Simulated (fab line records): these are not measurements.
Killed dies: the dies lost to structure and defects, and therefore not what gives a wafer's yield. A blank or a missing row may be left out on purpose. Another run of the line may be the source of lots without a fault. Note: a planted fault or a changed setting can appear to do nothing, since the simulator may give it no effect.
Split-lot trial || flow n5Finfet || 7 lots, 39 wafers read, on a route of 1938 steps

ON THE SPLIT
At N5_HKMG_FIN_ETCH_58 (etches SOC in N2/H2, target depth 215.8 nm, time 741 s), the setting targetDepthA was moved away from the recipe's 2158 angstrom on 12 of the 39 wafers read, by -7.5% to +12.9%. All remaining wafers had this setting at the recipe value.

The reading is taken at the split's own step.

THE READING
SOC_of_HKMG_FIN_COAT_41.thkNm (the simulator's own value, which no gauge read), in nm, at N5_HKMG_FIN_ETCH_58 (etches SOC in N2/H2, target depth 215.8 nm, time 741 s). No usual value for it is given in the file. Here, 27 wafers ran the recipe; their average is 84.2 nm with a standard deviation of 3.4 nm.

{"wafer": "L077.1", "tool, chamber at the split": "rieDiel-01, 1", "targetDepthA as run, angstrom": 2437, "against the recipe": "+12.9%", "SOC_of_HKMG_FIN_COAT_41.thkNm, nm": 56.8, "against lot-mates on the recipe": -22.7}
{"wafer": "L077.2", "tool, chamber at the split": "rieDiel-01, 2", "targetDepthA as run, angstrom": 2158, "against the recipe": "recipe", "SOC_of_HKMG_FIN_COAT_41.thkNm, nm": 81.6, "against lot-mates on the recipe": "-"}
{"wafer": "L077.3", "tool, chamber at the split": "rieDiel-01, 3", "targetDepthA as run, angstrom": 2158, "against the recipe": "recipe", "SOC_of_HKMG_FIN_COAT_41.thkNm, nm": 79, "against lot-mates on the recipe": "-"}
{"wafer": "L077.4", "tool, chamber at the split": "rieDiel-01, 0", "targetDepthA as run, angstrom": 2437, "against the recipe": "+12.9%", "SOC_of_HKMG_FIN_COAT_41.thkNm, nm": 61.6, "against lot-mates on the recipe": -17.9}
{"wafer": "L077.5", "tool, chamber at the split": "rieDiel-01, 3", "targetDepthA as run, angstrom": 2158, "against the recipe": "recipe", "SOC_of_HKMG_FIN_COAT_41.thkNm, nm": 78, "against lot-mates on the recipe": "-"}
{"wafer": "L077.6", "tool, chamber at the split": "rieDiel-01, 0", "targetDepthA as run, angstrom": 2437, "against the recipe": "+12.9%", "SOC_of_HKMG_FIN_COAT_41.thkNm, nm": 61.6, "against lot-mates on the recipe": -17.9}
{"wafer": "L080.1", "tool, chamber at the split": "rieDiel-05, 2", "targetDepthA as run, angstrom": 2158, "against the recipe": "recipe", "SOC_of_HKMG_FIN_COAT_41.thkNm, nm": 86, "against lot-mates on the recipe": "-"}
{"wafer": "L080.2", "tool, chamber at the split": "rieDiel-05, 3", "targetDepthA as run, angstrom": 2158, "against the recipe": "recipe", "SOC_of_HKMG_FIN_COAT_41.thkNm, nm": 84.2, "against lot-mates on the recipe": "-"}
{"wafer": "L080.3", "tool, chamber at the split": "rieDiel-05, 1", "targetDepthA as run, angstrom": 2158, "against the recipe": "recipe", "SOC_of_HKMG_FIN_COAT_41.thkNm, nm": 85, "against lot-mates on the recipe": "-"}
{"wafer": "L080.4", "tool, chamber at the split": "rieDiel-05, 1", "targetDepthA as run, angstrom": 2158, "against the recipe": "recipe", "SOC_of_HKMG_FIN_COAT_41.thkNm, nm": 84.2, "against lot-mates on the recipe": "-"}
{"wafer": "L080.5", "tool, chamber at the split": "rieDiel-05, 3", "targetDepthA as run, angstrom": 2158, "against the recipe": "recipe", "SOC_of_HKMG_FIN_COAT_41.thkNm, nm": 84.6, "against lot-mates on the recipe": "-"}
{"wafer": "L080.6", "tool, chamber at the split": "rieDiel-05, 2", "targetDepthA as run, angstrom": 2158, "against the recipe": "recipe", "SOC_of_HKMG_FIN_COAT_41.thkNm, nm": 86.8, "against lot-mates on the recipe": "-"}
{"wafer": "L081.1", "tool, chamber at the split": "rieDiel-01, 0", "targetDepthA as run, angstrom": 2035, "against the recipe": "-5.7%", "SOC_of_HKMG_FIN_COAT_41.thkNm, nm": 100.8, "against lot-mates on the recipe": "+20.3"}
{"wafer": "L081.2", "tool, chamber at the split": "rieDiel-01, 2", "targetDepthA as run, angstrom": 2158, "against the recipe": "recipe", "SOC_of_HKMG_FIN_COAT_41.thkNm, nm": 82, "against lot-mates on the recipe": "-"}
{"wafer": "L081.3", "tool, chamber at the split": "rieDiel-01, 3", "targetDepthA as run, angstrom": 2158, "against the recipe": "recipe", "SOC_of_HKMG_FIN_COAT_41.thkNm, nm": 79.4, "against lot-mates on the recipe": "-"}
{"wafer": "L081.4", "tool, chamber at the split": "rieDiel-01, 1", "targetDepthA as run, angstrom": 2035, "against the recipe": "-5.7%", "SOC_of_HKMG_FIN_COAT_41.thkNm, nm": 100.4, "against lot-mates on the recipe": "+19.9"}
{"wafer": "L081.5", "tool, chamber at the split": "rieDiel-01, 3", "targetDepthA as run, angstrom": 2158, "against the recipe": "recipe", "SOC_of_HKMG_FIN_COAT_41.thkNm, nm": 80, "against lot-mates on the recipe": "-"}
{"wafer": "L081.6", "tool, chamber at the split": "rieDiel-01, 0", "targetDepthA as run, angstrom": 2035, "against the recipe": "-5.7%", "SOC_of_HKMG_FIN_COAT_41.thkNm, nm": 100.4, "against lot-mates on the recipe": "+19.9"}
{"wafer": "L088.2", "tool, chamber at the split": "rieDiel-01, 2", "targetDepthA as run, angstrom": 2158, "against the recipe": "recipe", "SOC_of_HKMG_FIN_COAT_41.thkNm, nm": 83.4, "against lot-mates on the recipe": "-"}
{"wafer": "L088.3", "tool, chamber at the split": "rieDiel-01, 0", "targetDepthA as run, angstrom": 2158, "against the recipe": "recipe", "SOC_of_HKMG_FIN_COAT_41.thkNm, nm": 87.8, "against lot-mates on the recipe": "-"}
{"wafer": "L088.5", "tool, chamber at the split": "rieDiel-01, 2", "targetDepthA as run, angstrom": 2158, "against the recipe": "recipe", "SOC_of_HKMG_FIN_COAT_41.thkNm, nm": 84.8, "against lot-mates on the recipe": "-"}
{"wafer": "L092.1", "tool, chamber at the split": "rieDiel-01, 1", "targetDepthA as run, angstrom": 1996, "against the recipe": "-7.5%", "SOC_of_HKMG_FIN_COAT_41.thkNm, nm": 93.8, "against lot-mates on the recipe": "+12.7"}
{"wafer": "L092.2", "tool, chamber at the split": "rieDiel-01, 0", "targetDepthA as run, angstrom": 1996, "against the recipe": "-7.5%", "SOC_of_HKMG_FIN_COAT_41.thkNm, nm": 100.8, "against lot-mates on the recipe": "+19.7"}
{"wafer": "L092.3", "tool, chamber at the split": "rieDiel-01, 3", "targetDepthA as run, angstrom": 1996, "against the recipe": "-7.5%", "SOC_of_HKMG_FIN_COAT_41.thkNm, nm": 95.2, "against lot-mates on the recipe": "+14.1"}
{"wafer": "L092.4", "tool, chamber at the split": "rieDiel-01, 2", "targetDepthA as run, angstrom": 2158, "against the recipe": "recipe", "SOC_of_HKMG_FIN_COAT_41.thkNm, nm": 83.4, "against lot-mates on the recipe": "-"}
{"wafer": "L092.5", "tool, chamber at the split": "rieDiel-01, 3", "targetDepthA as run, angstrom": 2158, "against the recipe": "recipe", "SOC_of_HKMG_FIN_COAT_41.thkNm, nm": 77.8, "against lot-mates on the recipe": "-"}
{"wafer": "L092.6", "tool, chamber at the split": "rieDiel-01, 2", "targetDepthA as run, angstrom": 2158, "against the recipe": "recipe", "SOC_of_HKMG_FIN_COAT_41.thkNm, nm": 82.2, "against lot-mates on the recipe": "-"}
{"wafer": "L094.1", "tool, chamber at the split": "rieDiel-06, 0", "targetDepthA as run, angstrom": 2158, "against the recipe": "recipe", "SOC_of_HKMG_FIN_COAT_41.thkNm, nm": 84.2, "against lot-mates on the recipe": "-"}
{"wafer": "L094.2", "tool, chamber at the split": "rieDiel-06, 1", "targetDepthA as run, angstrom": 2158, "against the recipe": "recipe", "SOC_of_HKMG_FIN_COAT_41.thkNm, nm": 89.2, "against lot-mates on the recipe": "-"}
{"wafer": "L094.3", "tool, chamber at the split": "rieDiel-06, 3", "targetDepthA as run, angstrom": 2158, "against the recipe": "recipe", "SOC_of_HKMG_FIN_COAT_41.thkNm, nm": 87.2, "against lot-mates on the recipe": "-"}
{"wafer": "L094.4", "tool, chamber at the split": "rieDiel-06, 2", "targetDepthA as run, angstrom": 2158, "against the recipe": "recipe", "SOC_of_HKMG_FIN_COAT_41.thkNm, nm": 90.4, "against lot-mates on the recipe": "-"}
{"wafer": "L094.5", "tool, chamber at the split": "rieDiel-06, 3", "targetDepthA as run, angstrom": 2158, "against the recipe": "recipe", "SOC_of_HKMG_FIN_COAT_41.thkNm, nm": 85.8, "against lot-mates on the recipe": "-"}
{"wafer": "L094.6", "tool, chamber at the split": "rieDiel-06, 2", "targetDepthA as run, angstrom": 2158, "against the recipe": "recipe", "SOC_of_HKMG_FIN_COAT_41.thkNm, nm": 90.6, "against lot-mates on the recipe": "-"}
{"wafer": "L096.1", "tool, chamber at the split": "rieDiel-05, 1", "targetDepthA as run, angstrom": 2158, "against the recipe": "recipe", "SOC_of_HKMG_FIN_COAT_41.thkNm, nm": 86, "against lot-mates on the recipe": "-"}
{"wafer": "L096.2", "tool, chamber at the split": "rieDiel-05, 0", "targetDepthA as run, angstrom": 2048, "against the recipe": "-5.1%", "SOC_of_HKMG_FIN_COAT_41.thkNm, nm": 93.6, "against lot-mates on the recipe": "+8.5"}
{"wafer": "L096.3", "tool, chamber at the split": "rieDiel-05, 2", "targetDepthA as run, angstrom": 2048, "against the recipe": "-5.1%", "SOC_of_HKMG_FIN_COAT_41.thkNm, nm": 95.8, "against lot-mates on the recipe": "+10.7"}
{"wafer": "L096.4", "tool, chamber at the split": "rieDiel-05, 3", "targetDepthA as run, angstrom": 2158, "against the recipe": "recipe", "SOC_of_HKMG_FIN_COAT_41.thkNm, nm": 86, "against lot-mates on the recipe": "-"}
{"wafer": "L096.5", "tool, chamber at the split": "rieDiel-05, 0", "targetDepthA as run, angstrom": 2158, "against the recipe": "recipe", "SOC_of_HKMG_FIN_COAT_41.thkNm, nm": 83.4, "against lot-mates on the recipe": "-"}
{"wafer": "L096.6", "tool, chamber at the split": "rieDiel-05, 3", "targetDepthA as run, angstrom": 2048, "against the recipe": "-5.1%", "SOC_of_HKMG_FIN_COAT_41.thkNm, nm": 94.4, "against lot-mates on the recipe": "+9.3"}

FIT RESULTS
A straight line over all 39 wafers: SOC_of_HKMG_FIN_COAT_41.thkNm changes by -1.95 nm for each +1% of targetDepthA; r = -0.94; the points scatter about the line by 3.5 nm.
The same after taking each lot's own level away (the mean of its wafers on the recipe; 39 wafers): -1.86 nm for each +1%; r = -0.94; scatter 3.3 nm.
Per that fit: largest targetDepthA move, reading shift of 24 nm.
From 79.53 to 87.90 nm: that is the span of the lots' own levels, equal to 2.5 times the standard deviation above.
Consequently the slope shifts little with the lot-to-lot level, the two slopes agreeing.
Check: with one of the wafers moved furthest among these (+12.9%) left out of the fit, the line predicts -22.9 nm for it against its lot-mates. Against them it came out at -22.7 nm.

FURTHER SPLITS ON THESE WAFERS
These wafers also went through other splits before the reading. Each is held against what the fit with the lots' levels taken away leaves over:
{"other split on the same wafers": "N5_PMOS_HMC_CHANNEL_EPI_FIN_RECESS_16 timeS", "wafers away from the commonest value": 9, "r with SOC_of_HKMG_FIN_COAT_41.thkNm (lot level and that fit taken away)": "+0.11"}
{"other split on the same wafers": "N5_DUMMY_GATE_EXPOSE_12 doseMj", "wafers away from the commonest value": 18, "r with SOC_of_HKMG_FIN_COAT_41.thkNm (lot level and that fit taken away)": "+0.12"}

THE WHOLE CHAIN: every reading that the file lists as answering this split, in the file's order
{"step": "N5_HKMG_FIN_ETCH_58", "what it does": "etches SOC in N2/H2, target depth 215.8 nm, time 741 s", "reading": "etch.depthNm (the simulator's own value, which no gauge read)", "change (the file's fit)": "+1.9 nm for each +1% of the setting", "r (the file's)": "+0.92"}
{"step": "N5_HKMG_FIN_ETCH_58", "what it does": "etches SOC in N2/H2, target depth 215.8 nm, time 741 s", "reading": "HKMG_FIN.featureDepthNm (the simulator's own value, which no gauge read)", "change (the file's fit)": "+1.9 nm for each +1% of the setting", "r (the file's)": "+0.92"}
{"step": "N5_HKMG_FIN_ETCH_58", "what it does": "etches SOC in N2/H2, target depth 215.8 nm, time 741 s", "reading": "SOC_of_HKMG_FIN_COAT_41.thkNm (the simulator's own value, which no gauge read)", "change (the file's fit)": "-1.88 nm for each +1% of the setting", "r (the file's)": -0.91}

THE FILE'S OWN FIT
SOC_of_HKMG_FIN_COAT_41.thkNm changes by -1.88 nm for each +1% of targetDepthA, r = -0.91.
